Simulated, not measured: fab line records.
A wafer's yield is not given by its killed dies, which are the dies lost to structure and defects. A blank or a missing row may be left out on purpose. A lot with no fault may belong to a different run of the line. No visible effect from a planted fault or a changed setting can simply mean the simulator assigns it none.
Comparing a struck lot with a sound one    flow nand_harc    14 steps out of a route of 1159
Sound: these wafers, L713.1, L713.3, L713.4. Struck: wafers L716.1, L716.5, L716.6. The cause is named last.
For every step that has rows: the tool of each side, followed by ch and its chambers, followed by its first start. Under that, the readings that differ: sound wafers    struck wafers    difference of the means    sigmas: that difference in standard deviations of wafers without a fault.
alike: a reading whose means differ by less than 2 such deviations, as well as words and numbers matching on both sides. not compared: withheld readings; readings where some wafer has no value; bounds like >300 that might hide an equal value; numbers whose values overlap and for which the record gives no deviation.
Wherever a step has rows on one side only, a row that says differs or no value, or a row with sigmas, the two part there. Numbers that have no deviation but don't overlap get no sigmas and don't part them. Lack of a reading on every wafer of one side parts them only where that side has two or more wafers.

first, 8 steps without rows for these wafers: NHARC_P_ZERO_WELL_DEHYDRATE_29 (time 120 s); NHARC_P_ZERO_WELL_HMDS_30 (time 30 s); NHARC_P_ZERO_WELL_COAT_31; NHARC_P_ZERO_WELL_SOFTBAKE_32 (time 95 s); NHARC_P_ZERO_WELL_EBR_33; NHARC_P_ZERO_WELL_EXPOSE_34 (exposes mask P PWELL, target cd 720 nm); NHARC_P_ZERO_WELL_PEB_35 (peb time 85 s); NHARC_P_ZERO_WELL_DEVELOP_36 (time 70 s).
NHARC_P_ZERO_WELL_CD_MEAS_37: the cd target is 720 nm.
  sound on cd_sem-01 ch 0, day 2 10:14; struck on cd_sem-01 ch 0, day 3 04:05
  alike: cd_nm
then, 1 step without rows for these wafers: NHARC_P_ZERO_WELL_HARDBAKE_38 (time 80 s).
NHARC_P_ZERO_WELL_DESCUM_39: chemistry O2, time 3 s.
  sound on rie_diel-03 ch 1,2,3, day 2 10:24; struck on rie_diel-03 ch 0,1, day 3 04:14
  alike: drypump_motor_current_A, oes_product_au, rf_vpp_V, showerhead_plenum_p_Torr, throttle_valve_pct
  not compared: rf_hours_counter_h
then, 1 step without rows for these wafers: NHARC_P_ZERO_WELL_IMPLANT_40.
NHARC_P_ZERO_WELL_IMPLANT_59:
  sound on implanter-02 ch 0, day 2 10:44; struck on implanter-02, day 3 04:34
  no value came back on the struck wafers for beam_energy_keV, beam_on_s (s); on the sound wafers beam_energy_keV reads 119.97 119.98 119.94
then, 1 step without rows for these wafers: NHARC_P_ZERO_WELL_IMPLANT_60.

## WHERE THEY PART
Only at NHARC_P_ZERO_WELL_IMPLANT_59, within this record.

WHY: whatever the simulator had introduced
Step skipped in full: implanter-02, at NHARC_P_ZERO_WELL_IMPLANT_59, from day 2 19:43 onward. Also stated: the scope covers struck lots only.
